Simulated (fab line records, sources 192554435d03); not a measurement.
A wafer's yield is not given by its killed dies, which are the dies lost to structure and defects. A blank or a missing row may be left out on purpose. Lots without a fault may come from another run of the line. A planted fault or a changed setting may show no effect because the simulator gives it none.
Matching of chambers || flow n5Finfet || pecvd-04 running N5_BEOL_M9_PECVD_70: 3 sister chambers
The step deposits SiO2 from TEOS/O2, target thk 20 nm, time 22.7 s. 3 wafers are shown with their chamber, then 12 later ones without.

## WAFERS PAIRED WITH THEIR CHAMBERS
{"wafer": "L084.5", "chamber": 0, "showerheadPlenumPTorr (Torr)": 8.86}
{"wafer": "L089.3", "chamber": 2, "showerheadPlenumPTorr (Torr)": 8.78}
{"wafer": "L089.5", "chamber": 1, "showerheadPlenumPTorr (Torr)": 8.72}

## WAFERS WITH NO CHAMBER GIVEN
{"wafer": "L090.3", "showerheadPlenumPTorr (Torr)": 8.78}
{"wafer": "L090.4", "showerheadPlenumPTorr (Torr)": 8.87}
{"wafer": "L090.5", "showerheadPlenumPTorr (Torr)": 8.77}
{"wafer": "L091.2", "showerheadPlenumPTorr (Torr)": 8.71}
{"wafer": "L091.4", "showerheadPlenumPTorr (Torr)": 8.71}
{"wafer": "L091.6", "showerheadPlenumPTorr (Torr)": 8.87}
{"wafer": "L093.1", "showerheadPlenumPTorr (Torr)": 8.73}
{"wafer": "L093.4", "showerheadPlenumPTorr (Torr)": 8.72}
{"wafer": "L093.6", "showerheadPlenumPTorr (Torr)": 8.86}
{"wafer": "L094.1", "showerheadPlenumPTorr (Torr)": 8.77}
{"wafer": "L094.3", "showerheadPlenumPTorr (Torr)": 8.72}
{"wafer": "L094.4", "showerheadPlenumPTorr (Torr)": 8.75}

## EACH ONE'S CHAMBER
{"wafer": "L090.3", "from the rows above": 2, "in truth": 2}
{"wafer": "L090.4", "from the rows above": 0, "in truth": 0}
{"wafer": "L090.5", "from the rows above": 2, "in truth": 2}
{"wafer": "L091.2", "from the rows above": 1, "in truth": 1}
{"wafer": "L091.4", "from the rows above": 1, "in truth": 1}
{"wafer": "L091.6", "from the rows above": 0, "in truth": 0}
{"wafer": "L093.1", "from the rows above": 1, "in truth": 1}
{"wafer": "L093.4", "from the rows above": 1, "in truth": 1}
{"wafer": "L093.6", "from the rows above": 0, "in truth": 0}
{"wafer": "L094.1", "from the rows above": 2, "in truth": 2}
{"wafer": "L094.3", "from the rows above": 1, "in truth": 1}
{"wafer": "L094.4", "from the rows above": "can't be placed: 1 or 2", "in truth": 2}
Correctly placed: 11 of 12. Can't be placed from these rows: 1 (the true chamber is among the candidates in 1). Placed wrongly: 0.
How it was worked out, from the rows above alone: a wafer's distance from a chamber is the root of the sum, over the readings, of the square of ((its reading less the chamber's mean) divided by the reading's scatter). The wafer belongs to the nearest chamber; if the next one is less than 2 further off, it can't be placed. For every chamber, the mean is computed from those of its wafers that are shown. The scatter: root of mean squared gap, hidden wafer to nearest shown wafer, with one shown wafer a chamber.
